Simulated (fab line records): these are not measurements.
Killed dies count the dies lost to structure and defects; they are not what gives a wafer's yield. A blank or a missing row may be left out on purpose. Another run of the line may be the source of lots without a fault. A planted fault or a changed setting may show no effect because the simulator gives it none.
fab line records | flow n5Finfet
record lots=9 | wafers=27 | lastDay=18
route steps=1938 shown MOL_CONTACT_COAG@539 BEOL_M4@1111 PASSIVATION@1936
lots with no fault: from the same line, run without faults
startH: the number of hours between the record's first day and the start of the first shown wafer of the lot | waitH: how many hours have passed since the lot's step before this one | " unchanged from the row above | L1.1+2: several wafers, shown together as one row | - either no value or no given start | * or withheld: withheld | < > ~ a bound
route shown NAME@n: a module of which the file shows steps, and the number in the route of the first | usual: mean/standard deviation taken from wafers without a fault | same: alike in all rows | chamber/n: place in a boat | sites: the reading at each site | _std_site: how widely they spread, as a standard deviation | _edge_site: outer sites' mean less inner sites' | radiusMm: how far each site lies from the wafer's centre | mask NAME#n: copy n | behind: the last tool/chamber to shape the wafer | hold: the reason the lot was held/the length of the hold in hours/how it ended | device: transistor that didn't switch, given as n, p or np | end of line: the same wafers' tests at the end of the route | a step given without rows: its recipe and nothing more | killed: dies lost to structure and defects at the first sort, not the wafer's yield | map: per-die view of a wafer (x killed, . not killed, _ where there is no die)
set.NAME: the setting that was run; set.NAME@STEP: the one run at that earlier step | model.NAME: the simulator's own value behind a step, which no gauge read
one table for each step of the route and one row for each wafer, over a sample of lots
services: when a tool's chamber went out of use (startH, in hours from the record's first day, below 0 if earlier), for how many hours, and the reason
## steps
# step N5_MOL_CONTACT_COAG_STRIP_98
# recipe chemistry=N2/H2 | powerW=500 | tempC=40 | pressureMtorr=50 | rfFrequencyHz=6e+07 | overashFraction=0.3 | biasPowerW=8 | h2Frac=0.5 | n2FlowSccm=300 | h2FlowSccm=300
# usual drypumpMotorCurrentA=5.8/0.43 | oesProductAu=0.81/0.093 | rfVppV=54.1/1.4 | showerheadPlenumPTorr=3.39/0.11 | throttleValvePct=18.78/0.28
lot.wafer | tool       | chamber | startH | waitH | drypumpMotorCurrentA | oesProductAu | rfHoursCounterH | rfVppV | showerheadPlenumPTorr | throttleValvePct
L770.1    | rieDiel-02 | 3       | 92.11  | 0.0   | 5.6                  | 0.69         | 244             | 55.7   | 3.44                  | 19.04
L770.3    | "          | 2       | "      | "     | 6.2                  | 0.83         | 48              | 55.3   | 3.53                  | 18.41
L770.5    | "          | 1       | "      | "     | 5.3                  | 0.91         | -               | 53.1   | 3.44                  | 18.74
L775.1    | rieDiel-02 | 0       | 125.87 | 0.0   | 5.8                  | 0.72         | 170             | 55.8   | 3.21                  | 18.88
L775.4    | "          | 1       | "      | "     | 5.3                  | 0.88         | -               | 55.8   | 3.43                  | 18.77
L775.5    | "          | 2       | "      | "     | 6.2                  | 0.83         | -               | 53.2   | 3.53                  | 18.46
L777.1    | rieDiel-05 | 3       | 137.14 | 0.0   | 5.2                  | 0.90         | 20              | 53.3   | 3.59                  | 18.67
L777.2    | "          | 0       | "      | "     | 5.8                  | 0.95         | 11              | 53.3   | 3.30                  | 18.93
L777.4    | "          | 2       | "      | "     | 6.6                  | 0.69         | 226             | 55.8   | 3.48                  | 19.40
L778.1    | rieDiel-04 | 2       | 143.23 | 0.0   | 5.8                  | 0.71         | 227             | 53.7   | 3.30                  | 18.76
L778.3    | "          | 0       | "      | "     | 5.2                  | 0.67         | 250             | 53.8   | 3.29                  | 18.29
L778.5    | "          | 3       | "      | "     | 6.5                  | 0.73         | -               | 54.3   | 3.47                  | 18.90
L781.1    | rieDiel-05 | 1       | 159.70 | 0.0   | 5.6                  | 0.85         | 39              | 56.4   | 3.28                  | 18.99
L781.3    | "          | 3       | "      | "     | 5.2                  | 0.89         | 28              | 55.9   | 3.58                  | 18.70
L781.4    | "          | 0       | "      | "     | 5.8                  | 0.93         | 19              | 51.3   | 3.30                  | 18.99
L782.3    | rieDiel-02 | 1       | 165.86 | 0.0   | 5.3                  | 0.85         | 50              | 54.6   | 3.43                  | 18.80
L782.4    | "          | 2       | "      | "     | 6.2                  | 0.82         | 74              | 53.3   | 3.52                  | 18.47
L782.5    | "          | 1       | "      | "     | 5.3                  | 0.86         | -               | 52.3   | 3.43                  | 18.83
L789.3    | rieDiel-05 | 1       | 213.29 | 0.0   | 5.7                  | 0.84         | 57              | 54.7   | 3.27                  | 19.02
L789.5    | "          | 3       | "      | "     | 5.2                  | 0.88         | -               | 55.6   | 3.57                  | 18.72
L789.6    | "          | 1       | "      | "     | 5.7                  | 0.83         | -               | 57.7   | 3.28                  | 19.01
L790.1    | rieDiel-05 | 0       | 217.69 | 0.0   | 5.8                  | 0.88         | 41              | 53.5   | 3.29                  | 19.04
L790.3    | "          | 3       | "      | "     | 5.2                  | 0.87         | 48              | 55.4   | 3.57                  | 18.74
L790.6    | "          | 0       | "      | "     | 5.8                  | 0.87         | -               | 52.8   | 3.29                  | 19.02
L791.1    | rieDiel-02 | 1       | 220.50 | 0.0   | 5.3                  | 0.83         | 71              | 53.0   | 3.41                  | 18.84
L791.4    | "          | 3       | "      | "     | 5.7                  | 0.88         | 30              | 51.0   | 3.42                  | 18.73
L791.5    | "          | 2       | "      | "     | 6.2                  | 0.80         | -               | 53.9   | 3.51                  | 18.51
# step N5_MOL_CONTACT_COAG_PRE_CLEAN_141
# recipe gas=H2/He | timeS=60 | tempC=300
# usual heaterPowerW=460/48
# same timeS=60
lot.wafer | tool          | chamber | startH | waitH | heaterPowerW
L770.1    | pvdSputter-01 | -       | 94.61  | 0.8   | 486
L770.3    | "             | -       | "      | "     | 383
L770.5    | "             | -       | "      | "     | 393
L775.1    | pvdSputter-02 | -       | 129.60 | 2.1   | 457
L775.4    | "             | -       | "      | "     | 552
L775.5    | "             | -       | "      | "     | 450
L777.1    | pvdSputter-01 | -       | 139.40 | 0.6   | 391
L777.2    | "             | -       | "      | "     | 384
L777.4    | "             | -       | "      | "     | 491
L778.1    | pvdSputter-01 | -       | 145.90 | 1.5   | 393
L778.3    | "             | -       | "      | "     | 488
L778.5    | "             | -       | "      | "     | 383
L781.1    | pvdSputter-03 | -       | 163.12 | 1.1   | 518
L781.3    | "             | -       | "      | "     | 431
L781.4    | "             | -       | "      | "     | 433
L782.3    | pvdSputter-03 | -       | 167.30 | 0.3   | 520
L782.4    | "             | -       | "      | "     | 422
L782.5    | "             | -       | "      | "     | 505
L789.3    | pvdSputter-03 | -       | 216.95 | 2.4   | 516
L789.5    | "             | -       | "      | "     | 428
L789.6    | "             | -       | "      | "     | 435
L790.1    | pvdSputter-03 | -       | 220.33 | 1.2   | 420
L790.3    | "             | -       | "      | "     | 493
L790.6    | "             | -       | "      | "     | 412
L791.1    | pvdSputter-02 | -       | 223.68 | 0.5   | 552
L791.4    | "             | -       | "      | "     | 448
L791.5    | "             | -       | "      | "     | 444
# step N5_MOL_CONTACT_COAG_PECVD_31
# recipe material=SiO2 | targetThkA=460 | tempC=400 | precursor=TEOS/O2 | pressureTorr=6.5 | rfW=withheld | teosFlowSccm=withheld | gas=O2 | flowSccm=2650 | timeS=8.9
# usual chamberPressureTorr=6.499/0.015 | susceptorTempC=399.98/0.23
# same timeS=8.9
lot.wafer | tool     | chamber | startH | waitH | chamberPressureTorr | susceptorTempC
L770.1    | pecvd-03 | 0       | 101.82 | 0.3   | 6.523               | 399.57
L770.3    | "        | 1       | "      | "     | 6.491               | 399.60
L770.5    | "        | 1       | "      | "     | 6.484               | 399.93
L775.1    | pecvd-01 | 2       | 136.70 | 0.3   | 6.542               | 400.14
L775.4    | "        | 2       | "      | "     | 6.511               | 400.23
L775.5    | "        | 1       | "      | "     | 6.509               | 399.82
L777.1    | pecvd-01 | 1       | 145.62 | 0.3   | 6.517               | 399.94
L777.2    | "        | 2       | "      | "     | 6.471               | 399.81
L777.4    | "        | 1       | "      | "     | 6.492               | 400.02
L778.1    | pecvd-01 | 2       | 151.44 | 0.3   | 6.483               | 399.78
L778.3    | "        | 1       | "      | "     | 6.522               | 400.00
L778.5    | "        | 1       | "      | "     | 6.509               | 399.85
L781.1    | pecvd-01 | 2       | 168.51 | 0.3   | 6.492               | 399.59
L781.3    | "        | 0       | "      | "     | 6.502               | 399.58
L781.4    | "        | 1       | "      | "     | 6.518               | 393.62
L782.3    | pecvd-03 | 2       | 173.19 | 0.3   | 6.469               | 399.82
L782.4    | "        | 2       | "      | "     | 6.493               | 399.91
L782.5    | "        | 1       | "      | "     | 6.512               | 399.87
L789.3    | pecvd-03 | 2       | 223.04 | 0.3   | 6.503               | 399.39
L789.5    | "        | 2       | "      | "     | 6.494               | 399.88
L789.6    | "        | 1       | "      | "     | 6.501               | 400.45
L790.1    | pecvd-04 | 1       | 226.85 | 0.3   | 6.507               | 400.28
L790.3    | "        | 0       | "      | "     | 6.488               | 400.22
L790.6    | "        | 1       | "      | "     | 6.499               | 400.17
L791.1    | pecvd-01 | 0       | 230.26 | 0.3   | 6.493               | 399.99
L791.4    | "        | 0       | "      | "     | 6.490               | 399.91
L791.5    | "        | 2       | "      | "     | 6.510               | 400.60
# step N5_MOL_CONTACT_COAG_CD_MEAS_84
# recipe targetCdNm=25.1 | landingEnergyEv=500 | detector=seInlens | polarity=opening
# usual cdNm=25.06/0.23
lot.wafer | tool     | chamber | startH | waitH | cdNm
L770.1    | cdSem-03 | 0       | 102.28 | -     | 24.92
L770.3    | "        | 0       | "      | "     | 25.05
L770.5    | "        | 0       | "      | "     | 25.44
L775.1    | cdSem-01 | 0       | 137.16 | -     | 24.92
L775.4    | "        | 0       | "      | "     | 25.49
L775.5    | "        | 0       | "      | "     | 25.19
L777.1    | cdSem-02 | 0       | 146.08 | -     | 25.27
L777.2    | "        | 0       | "      | "     | 25.01
L777.4    | "        | 0       | "      | "     | 24.69
L778.1    | cdSem-02 | 0       | 151.78 | -     | 25.09
L778.3    | "        | 0       | "      | "     | 25.23
L778.5    | "        | 0       | "      | "     | 25.22
L781.1    | cdSem-02 | 0       | 168.85 | -     | 25.05
L781.3    | "        | 0       | "      | "     | 25.18
L781.4    | "        | 0       | "      | "     | 25.27
L782.3    | cdSem-03 | 0       | 173.53 | -     | 24.74
L782.4    | "        | 0       | "      | "     | 25.31
L782.5    | "        | 0       | "      | "     | 25.23
L789.3    | cdSem-02 | 0       | 223.38 | -     | 24.94
L789.5    | "        | 0       | "      | "     | 24.92
L789.6    | "        | 0       | "      | "     | 25.51
L790.1    | cdSem-03 | 0       | 227.20 | -     | 25.24
L790.3    | "        | 0       | "      | "     | 25.06
L790.6    | "        | 0       | "      | "     | 25.43
L791.1    | cdSem-02 | 0       | 230.60 | -     | 24.84
L791.4    | "        | 0       | "      | "     | 24.64
L791.5    | "        | 0       | "      | "     | 24.68
# step N5_MOL_CONTACT_COAG_THK_MEAS_53
# recipe reads=SiO2_of_MOL_CONTACT_COAG_PECVD_31
# usual VIA_MOL_THK=43.8/0.73
lot.wafer | tool         | chamber | startH | waitH | VIA_MOL_THK[nm]
L770.1    | filmMetro-01 | -       | 105.34 | -     | 43.8
L770.3    | "            | -       | "      | "     | 43.5
L770.5    | "            | -       | "      | "     | 44.5
L775.1    | filmMetro-01 | -       | 140.57 | -     | 44.2
L775.4    | "            | -       | "      | "     | 44.9
L775.5    | "            | -       | "      | "     | 44.0
L777.1    | filmMetro-01 | -       | 149.37 | -     | 44.4
L777.2    | "            | -       | "      | "     | 44.0
L777.4    | "            | -       | "      | "     | 44.5
L778.1    | filmMetro-02 | -       | 155.41 | -     | 43.8
L778.3    | "            | -       | "      | "     | 43.6
L778.5    | "            | -       | "      | "     | 43.6
L781.1    | filmMetro-01 | -       | 172.91 | -     | 43.7
L781.3    | "            | -       | "      | "     | 43.6
L781.4    | "            | -       | "      | "     | 46.3
L782.3    | filmMetro-02 | -       | 177.22 | -     | 43.4
L782.4    | "            | -       | "      | "     | 43.8
L782.5    | "            | -       | "      | "     | 44.5
L789.3    | filmMetro-01 | -       | 226.49 | -     | 42.2
L789.5    | "            | -       | "      | "     | 42.5
L789.6    | "            | -       | "      | "     | 44.0
L790.1    | filmMetro-01 | -       | 230.39 | -     | 43.8
L790.3    | "            | -       | "      | "     | 44.1
L790.6    | "            | -       | "      | "     | 44.4
L791.1    | filmMetro-01 | -       | 235.32 | -     | 44.1
L791.4    | "            | -       | "      | "     | 45.0
L791.5    | "            | -       | "      | "     | 44.5
# step N5_BEOL_M4_RC_MEAS_101
# usual DIBL_N=36.2/1.6 | DIBL_P=36.5/1.9 | IOFF_N=0.158/0.027 | IOFF_P=0.21/0.038 | ION_N=675/12 | ION_P=464/8.9 | SS_N=71.5/0.61 | SS_P=73.4/0.59 | VT_N=250.4/3 | VT_P=-250/3.6
lot.wafer | tool      | chamber | startH | waitH | DIBL_N[mV/V] | DIBL_P[mV/V] | IOFF_N[nA/um] | IOFF_P[nA/um] | ION_N[uA/um] | ION_P[uA/um] | SS_N[mV/dec] | SS_P[mV/dec] | VT_N[mV] | VT_P[mV]
L770.1    | prober-01 | 0       | 164.40 | 0.0   | 37.7         | 38.5         | 0.175         | 0.26          | 683          | 474          | 72.3         | 74.0         | 251.0    | -247
L770.3    | "         | 0       | "      | "     | 36.3         | 36.5         | 0.146         | 0.22          | 676          | 472          | 71.1         | 73.0         | 251.9    | -250
L770.5    | "         | 0       | "      | "     | 38.5         | 39.0         | 0.194         | 0.27          | 683          | 468          | 72.0         | 74.1         | 247.4    | -245
L775.1    | prober-01 | 0       | 202.49 | 0.0   | 37.8         | 37.8         | 0.168         | 0.21          | 684          | 461          | 72.0         | 73.6         | 253.7    | -250
L775.4    | "         | 0       | "      | "     | 38.4         | 38.4         | 0.180         | 0.22          | 689          | 461          | 71.5         | 74.4         | 249.0    | -250
L775.5    | "         | 0       | "      | "     | 39.3         | 39.3         | 0.192         | 0.24          | 680          | 463          | 71.3         | 74.3         | 251.1    | -253
L777.1    | prober-01 | 0       | 212.54 | 0.0   | 37.5         | 36.6         | 0.156         | 0.18          | 666          | 452          | 71.0         | 73.1         | 250.0    | -257
L777.2    | "         | 0       | "      | "     | 39.8         | 38.7         | 0.211         | 0.21          | 682          | 453          | 72.3         | 73.9         | 246.5    | -255
L777.4    | "         | 0       | "      | "     | 36.0         | 34.4         | 0.128         | 0.16          | 651          | 437          | 71.1         | 73.0         | 256.1    | -259
L778.1    | prober-02 | 0       | 218.98 | 0.0   | 37.6         | 38.5         | 0.184         | 0.24          | 698          | 475          | 72.1         | 73.9         | 245.7    | -249
L778.3    | "         | 0       | "      | "     | 35.8         | 37.4         | 0.158         | 0.22          | 686          | 467          | 71.1         | 73.5         | 250.7    | -249
L778.5    | "         | 0       | "      | "     | 35.6         | 37.4         | 0.165         | 0.22          | 696          | 477          | 71.1         | 73.4         | 247.4    | -248
L782.3    | prober-02 | 0       | 249.91 | 0.3   | 36.5         | 35.8         | 0.149         | 0.23          | 669          | 466          | 72.0         | 73.0         | 250.0    | -248
L782.4    | "         | 0       | "      | "     | 35.6         | 35.8         | 0.133         | 0.24          | 668          | 473          | 71.4         | 73.2         | 252.2    | -245
L782.5    | "         | 0       | "      | "     | 36.6         | 36.3         | 0.158         | 0.24          | 687          | 477          | 71.9         | 73.9         | 248.9    | -247
L781.1    | prober-02 | 0       | 251.76 | 0.0   | 34.4         | 33.6         | 0.128         | 0.15          | 658          | 446          | 70.3         | 72.3         | 251.3    | -258
L781.3    | "         | 0       | "      | "     | 37.1         | 37.9         | 0.175         | 0.22          | 672          | 456          | 71.5         | 74.1         | 248.8    | -250
L781.4    | "         | 0       | "      | "     | 36.1         | 35.3         | 0.154         | 0.17          | 674          | 456          | 71.2         | 72.9         | 248.4    | -251
L790.1    | prober-02 | 0       | 302.58 | 0.0   | 35.7         | 35.7         | 0.158         | 0.18          | 677          | 459          | 71.2         | 72.7         | 248.8    | -254
L790.3    | "         | 0       | "      | "     | 36.8         | 38.1         | 0.175         | 0.23          | 666          | 457          | 71.6         | 73.8         | 247.5    | -250
L790.6    | "         | 0       | "      | "     | 35.6         | 36.5         | 0.165         | 0.20          | 677          | 468          | 71.4         | 72.8         | 248.2    | -251
L789.3    | prober-02 | 0       | 307.86 | 0.3   | 38.4         | 36.8         | 0.179         | 0.26          | 673          | 468          | 72.1         | 73.3         | 249.6    | -247
L789.5    | "         | 0       | "      | "     | 37.6         | 36.5         | 0.163         | 0.25          | 666          | 467          | 72.0         | 74.1         | 249.4    | -247
L789.6    | "         | 0       | "      | "     | 37.1         | 35.7         | 0.161         | 0.22          | 658          | 457          | 72.8         | 73.2         | 253.0    | -247
L791.1    | prober-02 | 0       | 320.57 | 0.0   | 35.0         | 34.8         | 0.149         | 0.22          | 664          | 463          | 71.1         | 72.8         | 250.4    | -248
L791.4    | "         | 0       | "      | "     | 34.2         | 34.5         | 0.141         | 0.22          | 686          | 482          | 70.4         | 73.0         | 249.9    | -248
L791.5    | "         | 0       | "      | "     | 32.9         | 33.3         | 0.116         | 0.19          | 666          | 469          | 71.3         | 73.1         | 252.7    | -251
# step N5_PASSIVATION_PROBE_49
# usual defectLimitedYield=91.3/1.7 | killed_at_M0_to_M3=33/11 | killed_at_M4_up=14/5.5 | killedAtContacts=13/6.5 | killedAtFrontEnd=39/13 | killedAtOther=3.4/2.9 | killedDies=103/20 | killedOpen=69/15 | killedShort=32/8.1 | sort_bin_5_function=5.1/1.1 | sort_bin_6_memory=3.3/0.74 | sort_bin_8_speed=0.00/0.014 | sortNPass=1077/20 | sortYieldPct=91.3/1.7
# same grossDies=1180 | killedAtBackSide=0 | sort_bin_4_leakage[%]=0
lot.wafer | tool      | chamber | startH | waitH | defectLimitedYield[%] | killed_at_M0_to_M3 | killed_at_M4_up | killedAtContacts | killedAtFrontEnd | killedAtOther | killedDies | killedOpen | killedShort | sort_bin_5_function[%] | sort_bin_6_memory[%] | sort_bin_8_speed[%] | sortNPass | sortYieldPct[%]
L790.1    | prober-02 | -       | 423.57 | 0.8   | 92.5                  | 31                 | 6               | 19               | 29               | 4             | 89         | 61         | 28          | 4.5                    | 2.8                  | 0                   | 1091      | 92.5
L790.3    | prober-02 | -       | 423.67 | 0.9   | 93.1                  | 30                 | 17              | 12               | 23               | 0             | 82         | 61         | 20          | 4.2                    | 2.5                  | 0                   | 1098      | 93.1
L790.6    | prober-02 | -       | 423.82 | 1.1   | 90.4                  | 31                 | 10              | 20               | 50               | 2             | 113        | 82         | 30          | 5.4                    | 3.7                  | 0                   | 1067      | 90.4
# killed by level:class
L790.1 MOL_CONTACT_COAG:geometricParticle:open=15 STI_FIN_REVEAL:geometricParticle:open=12 BEOL_M2:geometricParticle:open=8 BEOL_M1:geometricParticle:open=6 BEOL_M0_SAQP:geometricParticle:short=5 MOL_CONTACT_COAG:geometricParticle:short=4 BEOL_M0_SAQP:geometricParticle:open=4 FIN_SAQP:geometricParticle:short=3
L790.3 BEOL_M1:geometricParticle:open=9 BEOL_M4:geometricParticle:open=9 MOL_CONTACT_COAG:geometricParticle:open=8 BEOL_M3:geometricParticle:open=7 STI_FIN_REVEAL:geometricParticle:open=6 BEOL_M2:geometricParticle:open=4 MOL_CONTACT_COAG:geometricParticle:short=4 STARTING-WAFER:geometricParticle:short=4
L790.6 STI_FIN_REVEAL:geometricParticle:open=18 FIN_SAQP:geometricParticle:open=11 MOL_CONTACT_COAG:geometricParticle:open=11 MOL_CONTACT_COAG:geometricParticle:short=9 BEOL_M2:geometricParticle:open=9 BEOL_M1:geometricParticle:open=6 DUMMY_GATE:geometricParticle:open=5 BEOL_M0_SAQP:geometricParticle:open=5
## services
tool          | chamber | startH | hours | kind
pecvd-01      | 2       | 73.69  | 5.1   | repair
rieDiel-05    | 0       | 81.23  | -     | clean
rieDiel-05    | 0       | 81.23  | -     | consumableReplace:focusRing
rieDiel-05    | 0       | 81.23  | 18.0  | scheduledDown
rieDiel-05    | 0       | 81.23  | 18.0  | ventCycle
rieDiel-02    | -       | 93.56  | 0.3   | repair
pvdSputter-02 | -       | 97.81  | 1.0   | repair
pvdSputter-03 | -       | 102.99 | 3.6   | repair
rieDiel-02    | 3       | 113.81 | -     | clean
rieDiel-02    | 3       | 113.81 | -     | consumableReplace:focusRing
pecvd-03      | -       | 114.44 | 1.2   | repair
pecvd-03      | 2       | 126.61 | 6.8   | repair
pecvd-04      | -       | 131.68 | 1.8   | repair
pecvd-04      | 1       | 140.31 | 36.2  | repair
pecvd-04      | -       | 141.20 | 28.1  | pm
pvdSputter-02 | -       | 151.48 | 2.4   | repair
pecvd-01      | 0       | 163.00 | 2.1   | scheduledDown
rieDiel-04    | 2       | 165.46 | 6.9   | repair
pecvd-04      | -       | 179.66 | 0.3   | repair
pecvd-04      | -       | 187.21 | 3.8   | repair
rieDiel-05    | 2       | 206.62 | -     | clean
rieDiel-05    | 2       | 206.62 | -     | consumableReplace:focusRing
rieDiel-04    | 0       | 212.51 | 4.9   | repair
rieDiel-04    | 2       | 214.43 | 1.4   | repair
## key
firstSign step=N5_MOL_CONTACT_COAG_PECVD_31 | reading=susceptorTempC | direction=down | sigmas=27 | usual=* | struck=*
effect step=N5_MOL_CONTACT_COAG_THK_MEAS_53 | reading=VIA_MOL_THK | direction=up | sigmas=3.5 | usual=43.8 | struck=46.3
metAt N5_MOL_CONTACT_COAG_PECVD_31
struckLots L781
struckWafers L781.4
notActingAt N5_MOL_CONTACT_COAG_STRIP_98,N5_MOL_CONTACT_COAG_PRE_CLEAN_141,N5_MOL_CONTACT_COAG_CD_MEAS_84
onsetBetween 151.44 168.51
fault kind=processParameterDrift | tool=pecvd-01 | chamber=1 | onsetH=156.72 | steps=N5_MOL_CONTACT_COAG_PECVD_31 | channel=tempC | offset=* | shape=step | endH=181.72 | actsIn=* | stated=*
